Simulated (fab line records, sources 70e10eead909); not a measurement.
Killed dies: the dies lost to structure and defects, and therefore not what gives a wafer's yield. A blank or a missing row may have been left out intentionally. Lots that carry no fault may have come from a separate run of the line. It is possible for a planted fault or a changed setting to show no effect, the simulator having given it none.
Matching of chambers ; flow nand harc ; NHARC_A_STAIRCASE_CMP_472 on cmp-04: 4 sister chambers
The step polishes SiO2. 8 wafers are shown with their chamber, then 7 later ones without.

== EACH WAFER AND ITS CHAMBER ==
wafer;chamber;motor current A (A)
L078.6;3;13.2
L084.3;2;13.6
L084.5;0;12.8
L084.6;3;12.5
L085.4;0;13.0
L085.5;1;14.4
L087.1;2;13.5
L087.2;1;15.0

== WAFERS WITHOUT THEIR CHAMBER ==
wafer;motor current A (A)
L087.6;12.9
L090.1;13.5
L090.2;14.0
L090.4;15.0
L096.2;13.5
L096.4;14.2
L096.5;13.5

== CHAMBER TAKEN BY EACH ==
wafer;from the rows above;in truth
L087.6;can't be placed: 0 or 3 or 2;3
L090.1;can't be placed: 2 or 0 or 3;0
L090.2;can't be placed: 2 or 1 or 0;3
L090.4;1;1
L096.2;can't be placed: 2 or 0 or 3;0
L096.4;can't be placed: 1 or 2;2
L096.5;can't be placed: 2 or 0 or 3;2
Correct placement for 1 of the 7. From these rows, 6 cannot be placed; in 5 the true chamber is one of the candidates. Wrongly placed: 0.
How it was worked out, from the rows above alone: a wafer's distance from a chamber is the root of the sum, over the readings, of the square of ((its reading less the chamber's mean) divided by the reading's scatter). The wafer belongs to the nearest chamber; if the next one is less than 2 further off, it can't be placed. A chamber's mean is the mean of its shown wafers. The scatter: take each reading less its chamber's mean, square it, sum over the shown wafers, divide by the number of wafers less the number of chambers, and take the root.
